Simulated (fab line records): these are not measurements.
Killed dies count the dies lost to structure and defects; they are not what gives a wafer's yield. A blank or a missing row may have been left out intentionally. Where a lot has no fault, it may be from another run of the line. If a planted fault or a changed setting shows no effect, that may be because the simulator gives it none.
Chamber matching :: flow n5_finfet :: N5_BEOL_M3_DESCUM_33 on rie_diel-02 has 4 sister chambers
The step chemistry O2, time 7 s. 7 wafers are shown with their chamber, then 7 later ones without.

WAFERS, EACH WITH ITS CHAMBER
wafer: L082.1
chamber: 2
drypump_motor_current_A (A): 5.7
rf_vpp_V (V): 243.9

wafer: L082.4
chamber: 2
drypump_motor_current_A (A): 5.7
rf_vpp_V (V): 245.3

wafer: L082.5
chamber: 1
drypump_motor_current_A (A): 5.8
rf_vpp_V (V): 244.6

wafer: L085.3
chamber: 1
drypump_motor_current_A (A): 5.9
rf_vpp_V (V): 244.2

wafer: L085.5
chamber: 3
drypump_motor_current_A (A): 5.5
rf_vpp_V (V): 240.8

wafer: L088.1
chamber: 0
drypump_motor_current_A (A): 5.3
rf_vpp_V (V): 242.2

wafer: L088.2
chamber: 3
drypump_motor_current_A (A): 5.5
rf_vpp_V (V): 241.5

WAFERS WITH NO CHAMBER GIVEN
wafer: L088.3
drypump_motor_current_A (A): 5.7
rf_vpp_V (V): 243.7

wafer: L090.1
drypump_motor_current_A (A): 5.8
rf_vpp_V (V): 244.2

wafer: L090.2
drypump_motor_current_A (A): 5.3
rf_vpp_V (V): 240.7

wafer: L090.6
drypump_motor_current_A (A): 5.4
rf_vpp_V (V): 243.3

wafer: L094.1
drypump_motor_current_A (A): 5.3
rf_vpp_V (V): 242.3

wafer: L094.2
drypump_motor_current_A (A): 5.7
rf_vpp_V (V): 242.3

wafer: L094.4
drypump_motor_current_A (A): 5.8
rf_vpp_V (V): 245.5

WHICH CHAMBER EACH WENT THROUGH
wafer: L088.3
from the rows above: 2
in truth: 2

wafer: L090.1
from the rows above: can't be placed: 1 or 2
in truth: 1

wafer: L090.2
from the rows above: 0
in truth: 0

wafer: L090.6
from the rows above: can't be placed: 0 or 3
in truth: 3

wafer: L094.1
from the rows above: 0
in truth: 0

wafer: L094.2
from the rows above: can't be placed: 2 or 1 or 3
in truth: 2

wafer: L094.4
from the rows above: can't be placed: 1 or 2
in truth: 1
Correctly placed: 3 of 7. Unplaceable from these rows: 4, with the true chamber sitting among the candidates in 4. 0 placed wrongly.
How it was worked out, from the rows above alone: a wafer's distance from a chamber is the root of the sum, over the readings, of the square of ((its reading less the chamber's mean) divided by the reading's scatter). The wafer belongs to the nearest chamber; if the next one is less than 2 further off, it can't be placed. The mean given for a chamber averages the wafers shown for that chamber. The scatter: the root of (the sum of the squares of (reading less its chamber's mean) over the shown wafers, divided by (wafers less chambers)).
